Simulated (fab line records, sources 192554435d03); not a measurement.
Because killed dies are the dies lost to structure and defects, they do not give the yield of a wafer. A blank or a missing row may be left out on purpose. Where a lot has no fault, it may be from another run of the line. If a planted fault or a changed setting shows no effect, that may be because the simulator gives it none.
fab line records | flow n5-finfet
record lots=9 | wafers=25 | last-day=18
route steps=1938 shown SD_EPI_N@282 SD_EPI_P@308 BEOL_M4@1111 PASSIVATION@1936
lots that met no fault: from a run of the same line without faults
start-h: start of the lot's first displayed wafer, in hours after the record's first day | wait-h: hours since the lot's step before | " same as the row above | L1.1+2: a row that stands for several wafers | - either no value or no given start | * or withheld: withheld | < > ~ a bound
route shown NAME@n: a module of which the file shows steps, and the number in the route of the first | usual: mean/standard deviation taken from wafers without a fault | same: alike in all rows | chamber/n: place in a boat | sites: the reading at each site | _std_site: how widely they spread, as a standard deviation | _edge_site: inner sites' mean taken away from outer sites' mean | radius-mm: how far each site lies from the wafer's centre | mask NAME#n: copy n | behind: the most recent tool/chamber to have shaped the wafer | hold: reason for holding the lot/hours on hold/outcome of the hold | device: the n, p or np transistor that did not switch | end of line: the same wafers' tests at the end of the route | step lacking rows: just its recipe | killed: count of dies lost to structure and defects at first sort (not the wafer's yield) | map: shows each die of a wafer: x if killed, . if not, _ if none is there
set.NAME: the setting as run; set.NAME@STEP: as run at that earlier step | model.NAME: the simulator's own value behind a step, which no gauge read
a sample of lots followed through the steps of the route, with each step as a table and each wafer as a row
services: when a tool's chamber went out of use (start-h, in hours from the record's first day, below 0 if earlier), for how many hours, and the reason
## steps
# step N5_SD_EPI_N_STRIP_38
# recipe chemistry=N2/H2 | power-w=1000 | temp-c=250 | h2-frac=0.65 | overash-fraction=0.3 | pressure-mtorr=withheld | n2-flow-sccm=1750 | h2-flow-sccm=3250
# usual drypump-motor-current-A=6.0/0.34 | heater-power-w=325/19 | oes-product-au=0.761/0.011
lot.wafer | tool            | chamber | start-h | wait-h | drypump-motor-current-A | heater-power-w | oes-product-au | rf-hours-counter-h
L671.2    | plasma-asher-02 | 1       | 56.73   | 0.1    | 5.6                     | 297            | 0.766          | 86
L671.3    | "               | 1       | "       | "      | 5.6                     | 296            | 0.762          | -
L671.4    | "               | 0       | "       | "      | 6.5                     | 352            | 0.771          | -
L673.3    | plasma-asher-02 | 0       | 67.81   | 0.1    | 6.5                     | 350            | 0.755          | -
L673.4    | "               | 1       | "       | "      | 5.6                     | 305            | 0.755          | -
L673.6    | "               | 1       | "       | "      | 5.6                     | 301            | 0.766          | -
L678.2    | plasma-asher-01 | 0       | 97.06   | 0.1    | 5.8                     | 340            | 0.754          | 36
L678.4    | "               | 1       | "       | "      | 6.3                     | 335            | 0.756          | -
L678.6    | "               | 1       | "       | "      | 6.3                     | 330            | 0.740          | -
L679.1    | plasma-asher-01 | 0       | 104.88  | 0.1    | 5.9                     | 322            | 0.763          | 37
L679.2    | "               | 1       | "       | "      | 6.3                     | 325            | 0.768          | 37
L679.6    | "               | 1       | "       | "      | 6.3                     | 328            | 0.762          | -
L684.1    | plasma-asher-02 | 0       | 132.69  | 0.1    | 6.4                     | 356            | 0.789          | 101
L684.6    | "               | 0       | "       | "      | 6.5                     | 341            | 0.749          | -
L689.2    | plasma-asher-02 | 0       | 165.24  | 0.1    | 6.4                     | 350            | 0.732          | 107
L689.4    | "               | 1       | "       | "      | 5.6                     | 294            | 0.775          | -
L689.6    | "               | 1       | "       | "      | 5.6                     | 291            | 0.768          | -
L691.1    | plasma-asher-02 | 0       | 179.78  | 0.1    | 6.5                     | 350            | 0.762          | 111
L691.5    | "               | 1       | "       | "      | 5.7                     | 299            | 0.767          | -
L691.6    | "               | 0       | "       | "      | 6.4                     | 345            | 0.754          | -
L692.3    | plasma-asher-01 | 0       | 181.63  | 0.1    | 5.9                     | 322            | 0.751          | -
L692.4    | "               | 1       | "       | "      | 6.3                     | 329            | 0.756          | -
L692.5    | "               | 1       | "       | "      | 6.3                     | 320            | 0.750          | -
L693.3    | plasma-asher-01 | 0       | 189.79  | 0.2    | 5.8                     | 323            | 0.755          | -
L693.6    | "               | 0       | "       | "      | 5.8                     | 317            | 0.744          | -
# step N5_SD_EPI_N_INSPECT_26
# recipe inspect-instrument=darkfield | mode=post-epi
# usual raw-defect-count=215/47
lot.wafer | tool              | chamber | start-h | wait-h | raw-defect-count
L671.2    | defect-inspect-02 | -       | 59.96   | 0.1    | 264
L671.3    | "                 | -       | "       | "      | 204
L671.4    | "                 | -       | "       | "      | 154
L673.3    | defect-inspect-01 | -       | 70.96   | 0.1    | 220
L673.4    | "                 | -       | "       | "      | 281
L673.6    | "                 | -       | "       | "      | 168
L678.2    | defect-inspect-01 | -       | 100.96  | 0.1    | 162
L678.4    | "                 | -       | "       | "      | 241
L678.6    | "                 | -       | "       | "      | 191
L679.1    | defect-inspect-01 | -       | 108.31  | 0.1    | 210
L679.2    | "                 | -       | "       | "      | 182
L679.6    | "                 | -       | "       | "      | 230
L684.1    | defect-inspect-02 | -       | 135.91  | 0.1    | 191
L684.6    | "                 | -       | "       | "      | 189
L689.2    | defect-inspect-02 | -       | 169.14  | 0.1    | 136
L689.4    | "                 | -       | "       | "      | 160
L689.6    | "                 | -       | "       | "      | 143
L691.1    | defect-inspect-01 | -       | 182.95  | 0.1    | 167
L691.5    | "                 | -       | "       | "      | 154
L691.6    | "                 | -       | "       | "      | 187
L692.3    | defect-inspect-02 | -       | 186.41  | 0.1    | 201
L692.4    | "                 | -       | "       | "      | 210
L692.5    | "                 | -       | "       | "      | 297
L693.3    | defect-inspect-02 | -       | 193.07  | 0.1    | 189
L693.6    | "                 | -       | "       | "      | 209
# step N5_SD_EPI_P_ETCH_37
# recipe chemistry=N2/H2 | target=SOC | overetch-a=1080 | mask-material=SiARC | temp-c=40 | ion-energy-ev=100 | source-w=3000 | bias-w=133 | pressure-mtorr=20 | time-s=486 | n2-flow-sccm=200 | h2-flow-sccm=200 | ends=end-point
# usual drypump-motor-current-A=5.89/0.28 | oes-product-au=0.70/0.065 | rf-fwd-power-W=2997/9.7 | rf-vpp-V=241.4/1.5 | showerhead-plenum-p-Torr=2.59/0.1 | throttle-valve-pct=23.8/0.33
lot.wafer | tool        | chamber | start-h | wait-h | drypump-motor-current-A | oes-product-au | rf-fwd-power-W | rf-hours-counter-h | rf-vpp-V | showerhead-plenum-p-Torr | throttle-valve-pct
L671.2    | rie-diel-05 | 2       | 60.54   | 0.0    | 6.33                    | 0.71           | 3003           | 115                | 243.5    | 2.67                     | 24.3
L671.3    | "           | 1       | "       | "      | 5.77                    | 0.85           | 3004           | 11                 | 241.3    | 2.59                     | 23.8
L671.4    | "           | 3       | "       | "      | 6.06                    | 0.80           | 3007           | 26                 | 242.5    | 2.70                     | 23.9
L673.3    | rie-diel-03 | 3       | 72.00   | 0.2    | 5.79                    | 0.62           | 2994           | -                  | 241.2    | 2.60                     | 24.0
L673.4    | "           | 1       | "       | "      | 5.90                    | 0.67           | 3002           | -                  | 242.4    | 2.63                     | 23.9
L673.6    | "           | 3       | "       | "      | 5.80                    | 0.63           | 2990           | -                  | 242.2    | 2.60                     | 24.0
L678.2    | rie-diel-05 | 0       | 101.42  | 0.0    | 6.09                    | 0.68           | 3704           | 143                | 225.8    | 2.65                     | 23.6
L678.4    | "           | 2       | "       | "      | 6.35                    | 0.70           | 3712           | 129                | 223.0    | 2.67                     | 24.3
L678.6    | "           | 1       | "       | "      | 5.75                    | 0.82           | 3725           | -                  | 223.1    | 2.59                     | 23.8
L679.1    | rie-diel-05 | 3       | 108.89  | 0.0    | 6.07                    | 0.78           | 3717           | 43                 | 225.1    | 2.69                     | 23.9
L679.2    | "           | 1       | "       | "      | 5.75                    | 0.82           | 3720           | 26                 | 223.8    | 2.59                     | 23.8
L679.6    | "           | 1       | "       | "      | 5.75                    | 0.82           | 3720           | -                  | 224.5    | 2.59                     | 23.9
L684.1    | rie-diel-04 | 1       | 136.37  | 0.0    | 5.67                    | 0.61           | 2995           | 237                | 240.8    | 2.51                     | 23.5
L684.6    | "           | 1       | "       | "      | 5.66                    | 0.62           | 2977           | -                  | 239.8    | 2.51                     | 23.5
L689.2    | rie-diel-04 | 0       | 169.73  | 0.0    | 5.86                    | 0.66           | 3002           | 159                | 242.5    | 2.64                     | 23.7
L689.4    | "           | 3       | "       | "      | 5.53                    | 0.67           | 3005           | 147                | 238.0    | 2.34                     | 24.0
L689.6    | "           | 3       | "       | "      | 5.55                    | 0.67           | 2989           | -                  | 239.1    | 2.34                     | 24.0
L691.1    | rie-diel-04 | 1       | 183.52  | 0.0    | 5.68                    | 0.61           | 3004           | 249                | 240.5    | 2.50                     | 23.5
L691.5    | "           | 1       | "       | "      | 5.65                    | 0.61           | 2985           | -                  | 240.8    | 2.50                     | 23.5
L691.6    | "           | 2       | "       | "      | 6.07                    | 0.69           | 2976           | -                  | 241.8    | 2.63                     | 23.1
L692.3    | rie-diel-05 | 0       | 187.09  | 0.0    | 6.10                    | 0.67           | 3016           | 166                | 242.5    | 2.64                     | 23.7
L692.4    | "           | 3       | "       | "      | 6.09                    | 0.76           | 2994           | 67                 | 243.8    | 2.68                     | 23.9
L692.5    | "           | 0       | "       | "      | 6.08                    | 0.67           | 3006           | -                  | 242.5    | 2.64                     | 23.7
L693.3    | rie-diel-05 | 2       | 193.65  | 0.0    | 6.39                    | 0.68           | 2977           | 157                | 243.4    | 2.66                     | 24.3
L693.6    | "           | 0       | "       | "      | 6.08                    | 0.67           | 2982           | -                  | 241.9    | 2.64                     | 23.7
# step N5_SD_EPI_P_ETCHBACK_46
# recipe chemistry=CH3F/O2 | mode=anisotropic-etchback | target=SiNx | target-depth-a=175 | stop-on=SiO2 | over-etch-frac=0.3 | ion-energy-ev=120 | pressure-mtorr=30 | source-w=395 | bias-w=73 | Ar_flow_sccm=150 | CH3F_flow_sccm=30 | O2_flow_sccm=20
# usual drypump-motor-current-A=5.88/0.28 | oes-product-au=0.67/0.061 | rf-fwd-power-W=393.7/1.3 | rf-vpp-V=298/4.8 | showerhead-plenum-p-Torr=2.04/0.082 | throttle-valve-pct=16.30/0.21
lot.wafer | tool        | chamber | start-h | wait-h | drypump-motor-current-A | oes-product-au | rf-fwd-power-W | rf-hours-counter-h | rf-vpp-V | showerhead-plenum-p-Torr | throttle-valve-pct
L671.2    | rie-diel-05 | 2       | 60.86   | 0.0    | 6.35                    | 0.68           | 393.8          | 115                | 289      | 2.09                     | 16.56
L671.3    | "           | 1       | "       | "      | 5.73                    | 0.81           | 393.6          | 11                 | 294      | 2.05                     | 16.15
L671.4    | "           | 3       | "       | "      | 6.08                    | 0.77           | 391.2          | 26                 | 303      | 2.12                     | 16.20
L673.3    | rie-diel-03 | 3       | 72.38   | 0.1    | 5.78                    | 0.59           | 393.7          | -                  | 301      | 2.06                     | 16.74
L673.4    | "           | 1       | "       | "      | 5.90                    | 0.64           | 394.8          | -                  | 299      | 2.09                     | 16.72
L673.6    | "           | 3       | "       | "      | 5.78                    | 0.60           | 393.7          | -                  | 302      | 2.06                     | 16.76
L678.2    | rie-diel-05 | 0       | 101.74  | 0.0    | 6.08                    | 0.66           | 395.4          | 143                | 300      | 2.09                     | 16.27
L678.4    | "           | 2       | "       | "      | 6.36                    | 0.67           | 394.8          | 129                | 291      | 2.08                     | 16.58
L678.6    | "           | 1       | "       | "      | 5.75                    | 0.78           | 397.3          | -                  | 295      | 2.05                     | 16.19
L679.1    | rie-diel-05 | 3       | 109.21  | 0.0    | 6.10                    | 0.74           | 396.1          | 43                 | 303      | 2.11                     | 16.25
L679.2    | "           | 1       | "       | "      | 5.76                    | 0.78           | 395.0          | 26                 | 294      | 2.05                     | 16.19
L679.6    | "           | 1       | "       | "      | 5.76                    | 0.77           | 394.6          | -                  | 293      | 2.05                     | 16.18
L684.1    | rie-diel-04 | 1       | 136.69  | 0.0    | 5.68                    | 0.58           | 393.9          | 237                | 296      | 1.97                     | 16.21
L684.6    | "           | 1       | "       | "      | 5.70                    | 0.59           | 393.2          | -                  | 296      | 1.97                     | 16.21
L689.2    | rie-diel-04 | 0       | 170.05  | 0.0    | 5.85                    | 0.64           | 393.8          | 160                | 298      | 2.08                     | 16.35
L689.4    | "           | 3       | "       | "      | 5.50                    | 0.64           | 392.4          | 147                | 295      | 1.84                     | 16.26
L689.6    | "           | 3       | "       | "      | 5.52                    | 0.65           | 392.2          | -                  | 294      | 1.84                     | 16.26
L691.1    | rie-diel-04 | 1       | 183.85  | 0.0    | 5.67                    | 0.58           | 394.4          | 249                | 296      | 1.97                     | 16.23
L691.5    | "           | 1       | "       | "      | 5.67                    | 0.58           | 395.2          | -                  | 296      | 1.97                     | 16.24
L691.6    | "           | 2       | "       | "      | 6.06                    | 0.66           | 394.9          | -                  | 306      | 2.09                     | 16.01
L692.3    | rie-diel-05 | 0       | 187.41  | 0.0    | 6.04                    | 0.64           | 392.6          | 167                | 300      | 2.09                     | 16.31
L692.4    | "           | 3       | "       | "      | 6.08                    | 0.72           | 395.4          | 67                 | 302      | 2.11                     | 16.29
L692.5    | "           | 0       | "       | "      | 6.08                    | 0.64           | 391.9          | -                  | 302      | 2.09                     | 16.30
L693.3    | rie-diel-05 | 2       | 193.98  | 0.0    | 6.33                    | 0.65           | 395.9          | 157                | 289      | 2.07                     | 16.64
L693.6    | "           | 0       | "       | "      | 6.09                    | 0.64           | 393.9          | -                  | 300      | 2.09                     | 16.32
# step N5_BEOL_M4_RC_MEAS_101
# usual DIBL_N=35.8/1.7 | DIBL_P=35.9/1.9 | IOFF_N=0.151/0.028 | IOFF_P=0.21/0.037 | ION_N=673/12 | ION_P=463/8.3 | SS_N=71.4/0.59 | SS_P=73.2/0.63 | VT_N=250/3.2 | VT_P=-250/3.7
lot.wafer | tool      | chamber | start-h | wait-h | DIBL_N[mV/V] | DIBL_P[mV/V] | IOFF_N[nA/um] | IOFF_P[nA/um] | ION_N[uA/um] | ION_P[uA/um] | SS_N[mV/dec] | SS_P[mV/dec] | VT_N[mV] | VT_P[mV]
L671.2    | prober-01 | 0       | 160.68  | 0.2    | 38.0         | 37.1         | 0.171         | 0.26          | 676          | 470          | 71.5         | 73.0         | 247      | -245
L671.3    | "         | 0       | "       | "      | 38.6         | 38.5         | 0.191         | 0.29          | 683          | 477          | 73.0         | 73.0         | 246      | -242
L671.4    | "         | 0       | "       | "      | 36.2         | 35.5         | 0.151         | 0.23          | 686          | 481          | 71.4         | 72.8         | 250      | -244
L673.3    | prober-02 | 0       | 178.17  | 0.3    | 37.9         | 38.0         | 0.172         | 0.23          | 671          | 453          | 71.3         | 73.8         | 248      | -250
L673.4    | "         | 0       | "       | "      | 37.0         | 37.3         | 0.167         | 0.21          | 687          | 468          | 71.3         | 73.4         | 249      | -255
L673.6    | "         | 0       | "       | "      | 38.2         | 38.8         | 0.183         | 0.24          | 678          | 468          | 71.9         | 73.4         | 249      | -247
L678.2    | prober-01 | 0       | 216.22  | 0.2    | 34.6         | 37.0         | 0.134         | 0.20          | 662          | 461          | 70.8         | 73.4         | 250      | -251
L678.4    | "         | 0       | "       | "      | 32.8         | 34.4         | 0.110         | 0.17          | 656          | 454          | 70.3         | 72.3         | 256      | -253
L678.6    | "         | 0       | "       | "      | 32.6         | 34.2         | 0.104         | 0.16          | 661          | 460          | 70.3         | 73.4         | 257      | -254
L679.1    | prober-02 | 0       | 216.35  | 0.0    | 39.0         | 39.7         | 0.211         | 0.26          | 675          | 462          | 72.1         | 73.9         | 245      | -248
L679.2    | "         | 0       | "       | "      | 37.2         | 37.8         | 0.164         | 0.22          | 670          | 458          | 72.2         | 73.9         | 251      | -248
L679.6    | "         | 0       | "       | "      | 37.3         | 37.9         | 0.174         | 0.23          | 668          | 459          | 71.3         | 73.2         | 247      | -249
L684.1    | prober-01 | 0       | 244.86  | 0.0    | 35.9         | 37.2         | 0.173         | 0.24          | 688          | 479          | 71.4         | 73.3         | 247      | -247
L684.6    | "         | 0       | "       | "      | 34.0         | 35.2         | 0.139         | 0.21          | 669          | 467          | 71.1         | 73.0         | 249      | -246
L689.2    | prober-01 | 0       | 292.56  | 0.2    | 37.2         | 37.6         | 0.173         | 0.25          | 663          | 463          | 72.2         | 74.2         | 250      | -246
L689.4    | "         | 0       | "       | "      | 35.0         | 36.0         | 0.147         | 0.22          | 679          | 469          | 71.2         | 73.3         | 250      | -249
L689.6    | "         | 0       | "       | "      | 37.4         | 38.0         | 0.176         | 0.26          | 680          | 468          | 71.8         | 73.6         | 249      | -248
L693.3    | prober-01 | 0       | 304.88  | 0.3    | 35.0         | 35.1         | 0.142         | 0.21          | 680          | 469          | 70.7         | 73.4         | 251      | -249
L693.6    | "         | 0       | "       | "      | 37.7         | 37.5         | 0.166         | 0.24          | 663          | 458          | 71.8         | 73.3         | 250      | -247
L691.1    | prober-01 | 0       | 316.96  | 0.0    | 39.4         | 41.1         | 0.240         | 0.30          | 672          | 459          | 72.8         | 74.9         | 245      | -246
L691.5    | "         | 0       | "       | "      | 37.1         | 38.3         | 0.195         | 0.24          | 690          | 467          | 71.8         | 73.8         | 245      | -248
L691.6    | "         | 0       | "       | "      | 38.6         | 40.0         | 0.217         | 0.27          | 692          | 474          | 72.3         | 74.6         | 245      | -246
L692.3    | prober-01 | 0       | 321.09  | 0.3    | 36.0         | 35.6         | 0.137         | 0.20          | 661          | 453          | 71.3         | 73.2         | 254      | -247
L692.4    | "         | 0       | "       | "      | 36.2         | 35.5         | 0.147         | 0.20          | 674          | 461          | 71.9         | 73.1         | 254      | -252
L692.5    | "         | 0       | "       | "      | 36.1         | 35.7         | 0.145         | 0.20          | 667          | 458          | 72.2         | 73.1         | 254      | -248
# step N5_PASSIVATION_PROBE_49
# usual defect-limited-yield=91.4/1.5 | killed_at_M0_to_M3=33/9.8 | killed_at_M4_up=14/5.5 | killed-at-contacts=12/6.5 | killed-at-front-end=38/11 | killed-at-other=3/3.1 | killed-dies=101/17 | killed-open=66/13 | killed-short=32/7.5 | sort_bin_5_function=5.0/1 | sort_bin_6_memory=3.2/0.69 | sort-n-pass=1079/17 | sort-yield-pct=91.4/1.5
# same gross-dies=1180 | killed-at-back-side=0 | sort_bin_4_leakage[%]=0 | sort_bin_8_speed[%]=0
lot.wafer | tool      | chamber | start-h | wait-h | defect-limited-yield[%] | killed_at_M0_to_M3 | killed_at_M4_up | killed-at-contacts | killed-at-front-end | killed-at-other | killed-dies | killed-open | killed-short | sort_bin_5_function[%] | sort_bin_6_memory[%] | sort-n-pass | sort-yield-pct[%]
L671.2    | prober-01 | -       | 263.35  | 0.1    | 90.3                    | 36                 | 24              | 16                 | 38                  | 0               | 114         | 81          | 33           | 6.0                    | 3.6                  | 1066        | 90.3
L671.3    | prober-01 | -       | 263.40  | 0.1    | 91.7                    | 33                 | 22              | 10                 | 30                  | 3               | 98          | 65          | 32           | 5.8                    | 2.5                  | 1082        | 91.7
L671.4    | prober-01 | -       | 263.45  | 0.2    | 91.5                    | 31                 | 19              | 10                 | 39                  | 1               | 100         | 72          | 28           | 4.9                    | 3.4                  | 1080        | 91.5
L673.3    | prober-01 | -       | 280.01  | 0.1    | 90.7                    | 49                 | 9               | 11                 | 35                  | 6               | 110         | 73          | 33           | 4.7                    | 4.1                  | 1070        | 90.7
L673.4    | prober-01 | -       | 280.06  | 0.2    | 92.7                    | 27                 | 9               | 9                  | 41                  | 0               | 86          | 58          | 25           | 4.2                    | 2.6                  | 1094        | 92.7
L673.6    | prober-01 | -       | 280.16  | 0.3    | 92.8                    | 26                 | 5               | 14                 | 39                  | 1               | 85          | 53          | 32           | 3.6                    | 3.1                  | 1095        | 92.8
L678.2    | prober-02 | -       | 334.03  | 0.1    | 92.1                    | 22                 | 21              | 29                 | 18                  | 3               | 93          | 68          | 21           | 4.3                    | 3.4                  | 1087        | 92.1
L678.4    | prober-02 | -       | 334.13  | 0.2    | 92.8                    | 24                 | 23              | 19                 | 17                  | 2               | 85          | 58          | 24           | 4.1                    | 3.0                  | 1095        | 92.8
L678.6    | prober-02 | -       | 334.23  | 0.3    | 90.3                    | 27                 | 31              | 12                 | 41                  | 3               | 114         | 68          | 29           | 5.3                    | 2.9                  | 1066        | 90.3
L689.2    | prober-01 | -       | 395.02  | 0.1    | 91.4                    | 35                 | 13              | 9                  | 37                  | 7               | 101         | 64          | 36           | 4.7                    | 3.4                  | 1079        | 91.4
L689.4    | prober-01 | -       | 395.12  | 0.2    | 88.9                    | 46                 | 11              | 3                  | 62                  | 9               | 131         | 89          | 41           | 6.9                    | 3.8                  | 1049        | 88.9
L689.6    | prober-01 | -       | 395.22  | 0.3    | 89.9                    | 41                 | 15              | 13                 | 44                  | 6               | 119         | 73          | 43           | 5.4                    | 4.2                  | 1061        | 89.9
# killed by level:class
L671.2 BEOL_M3:geometric-particle:open=17 MOL_CONTACT_COAG:geometric-particle:open=13 DUMMY_GATE:geometric-particle:open=10 BEOL_M5:geometric-particle:open=8 GATE_CUT:geometric-particle:short=5 BEOL_M2:geometric-particle:open=5 BEOL_M4:geometric-particle:open=5 STARTING-WAFER:geometric-particle:short=5
L671.3 BEOL_M3:geometric-particle:open=12 BEOL_M4:geometric-particle:open=11 FIN_SAQP:geometric-particle:short=9 MOL_CONTACT_COAG:geometric-particle:open=7 BEOL_M2:geometric-particle:open=5 STARTING-WAFER:geometric-particle:open=5 STI_FIN_REVEAL:geometric-particle:open=4 BEOL_M0_SAQP:geometric-particle:short=4
L671.4 BEOL_M3:geometric-particle:open=11 DUMMY_GATE:geometric-particle:open=8 MOL_CONTACT_COAG:geometric-particle:open=8 FIN_SAQP:geometric-particle:short=7 BEOL_M2:geometric-particle:open=6 STI_FIN_REVEAL:geometric-particle:open=5 BEOL_M0_SAQP:geometric-particle:open=5 BEOL_M4:geometric-particle:open=5
L673.3 BEOL_M0_SAQP:geometric-particle:open=14 MOL_CONTACT_COAG:geometric-particle:open=9 BEOL_M1:geometric-particle:open=9 STI_FIN_REVEAL:geometric-particle:open=8 BEOL_M3:geometric-particle:open=8 FIN_SAQP:geometric-particle:short=7 GATE_CUT:geometric-particle:short=5 BEOL_M0_SAQP:geometric-particle:short=5
L673.4 STI_FIN_REVEAL:geometric-particle:open=9 FIN_SAQP:geometric-particle:short=8 FIN_SAQP:geometric-particle:open=7 MOL_CONTACT_COAG:geometric-particle:open=6 BEOL_M3:geometric-particle:open=5 BEOL_M0:geometric-particle:open=4 BEOL_M2:geometric-particle:open=4 STARTING-WAFER:geometric-particle:open=4
L673.6 MOL_CONTACT_COAG:geometric-particle:open=11 STI_FIN_REVEAL:geometric-particle:open=6 BEOL_M1:geometric-particle:open=6 BEOL_M0_SAQP:geometric-particle:short=5 FIN_SAQP:geometric-particle:short=4 FIN_SAQP:geometric-particle:open=4 GATE_CUT:geometric-particle:short=4 ILD0:geometric-particle:short=4
L678.2 MOL_CONTACT_COAG:geometric-particle:open=27 BEOL_M4:geometric-particle:open=12 BEOL_M2:geometric-particle:open=6 STI_FIN_REVEAL:geometric-particle:open=5 BEOL_M0_SAQP:geometric-particle:open=5 FIN_SAQP:geometric-particle:short=3 BEOL_M0_SAQP:geometric-particle:short=3 BEOL_M1:geometric-particle:open=3
L678.4 BEOL_M4:geometric-particle:open=16 MOL_CONTACT_COAG:geometric-particle:open=12 MOL_CONTACT_COAG:geometric-particle:short=6 BEOL_M1:geometric-particle:open=6 BEOL_M2:geometric-particle:open=6 FIN_SAQP:geometric-particle:short=4 FIN_SAQP:geometric-particle:open=4 STI_FIN_REVEAL:geometric-particle:open=4
L678.6 HKMG_FIN:area-etch=14 BEOL_M4:geometric-particle:open=13 MOL_CONTACT_COAG:geometric-particle:open=8 BEOL_M4:geometric-particle:short=7 FIN_SAQP:geometric-particle:open=6 BEOL_M0_SAQP:geometric-particle:short=5 BEOL_M0:geometric-particle:open=5 DUMMY_GATE:geometric-particle:open=4
L689.2 FIN_SAQP:geometric-particle:open=12 FIN_SAQP:geometric-particle:short=11 BEOL_M3:geometric-particle:open=10 BEOL_M0_SAQP:geometric-particle:short=7 BEOL_M2:geometric-particle:open=7 MOL_CONTACT_COAG:geometric-particle:open=6 STI_FIN_REVEAL:geometric-particle:open=5 BEOL_M0_SAQP:geometric-particle:open=4
L689.4 FIN_SAQP:geometric-particle:open=30 BEOL_M0_SAQP:geometric-particle:open=11 BEOL_M0_SAQP:geometric-particle:short=11 BEOL_M3:geometric-particle:open=10 FIN_SAQP:geometric-particle:short=7 GATE_CUT:geometric-particle:short=7 MIM_TOP_ETCH:geometric-particle:short=6 BEOL_M2:geometric-particle:open=6
L689.6 BEOL_M0_SAQP:geometric-particle:short=13 FIN_SAQP:geometric-particle:open=10 BEOL_M2:geometric-particle:open=9 MOL_CONTACT_COAG:geometric-particle:open=8 BEOL_M0_SAQP:geometric-particle:open=8 FIN_SAQP:geometric-particle:short=7 STI_FIN_REVEAL:geometric-particle:open=5 MOL_CONTACT_COAG:geometric-particle:short=5
## services
tool            | chamber | start-h | hours | kind
rie-diel-03     | 2       | 38.54   | 8.4   | repair
rie-diel-05     | -       | 43.75   | 14.6  | pm
plasma-asher-01 | -       | 45.38   | 11.5  | repair
rie-diel-03     | -       | 46.51   | 2.8   | pm
rie-diel-03     | 0       | 68.69   | 27.3  | repair
rie-diel-05     | 0       | 92.10   | 4.1   | repair
rie-diel-03     | 3       | 95.99   | -     | clean
rie-diel-03     | 3       | 95.99   | -     | consumable-replace:focus-ring
rie-diel-03     | 3       | 95.99   | 22.8  | scheduled-down
rie-diel-03     | 3       | 95.99   | 22.8  | vent-cycle
rie-diel-03     | 0       | 99.83   | 13.6  | repair
rie-diel-03     | 0       | 118.83  | -     | clean
rie-diel-03     | 0       | 118.83  | -     | consumable-replace:focus-ring
rie-diel-03     | 0       | 118.83  | 19.6  | scheduled-down
rie-diel-03     | 0       | 118.83  | 19.6  | vent-cycle
rie-diel-05     | -       | 127.03  | 0.2   | repair
rie-diel-05     | 1       | 162.56  | 1.5   | repair
plasma-asher-01 | -       | 173.31  | 4.0   | repair
rie-diel-04     | 1       | 187.05  | -     | clean
rie-diel-04     | 1       | 187.05  | -     | consumable-replace:focus-ring
rie-diel-04     | 1       | 187.05  | 25.7  | scheduled-down
rie-diel-04     | 1       | 187.05  | 25.7  | vent-cycle
plasma-asher-02 | -       | 188.12  | 2.7   | repair
rie-diel-04     | -       | 193.45  | 0.5   | repair
## key
first-sign step=N5_SD_EPI_P_ETCH_37 | reading=rf-fwd-power-W | direction=up | sigmas=74 | usual=* | struck=*
effect step=N5_SD_EPI_P_ETCH_37 | reading=rf-vpp-V | direction=down | sigmas=11 | usual=241.4 | struck=224.2
met-at N5_SD_EPI_P_ETCH_37
struck-lots L678,L679
baseline-loss step=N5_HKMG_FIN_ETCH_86 | wafers=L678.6
not-acting-at N5_SD_EPI_N_STRIP_38,N5_SD_EPI_N_INSPECT_26,N5_SD_EPI_P_ETCHBACK_46
onset-between 60.54 101.42
fault kind=process-parameter-drift | tool=rie-diel-05 | chamber=- | onset-h=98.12 | steps=N5_SD_EPI_P_ETCH_37 | channel=source-w | offset=720 | shape=step | end-h=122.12 | acts-in=these-recipes-only | stated=3000
# baseline-loss: these wafers lose ten dies or more at that step, a loss of the line's own and not of a fault; the sort's usual values leave them out
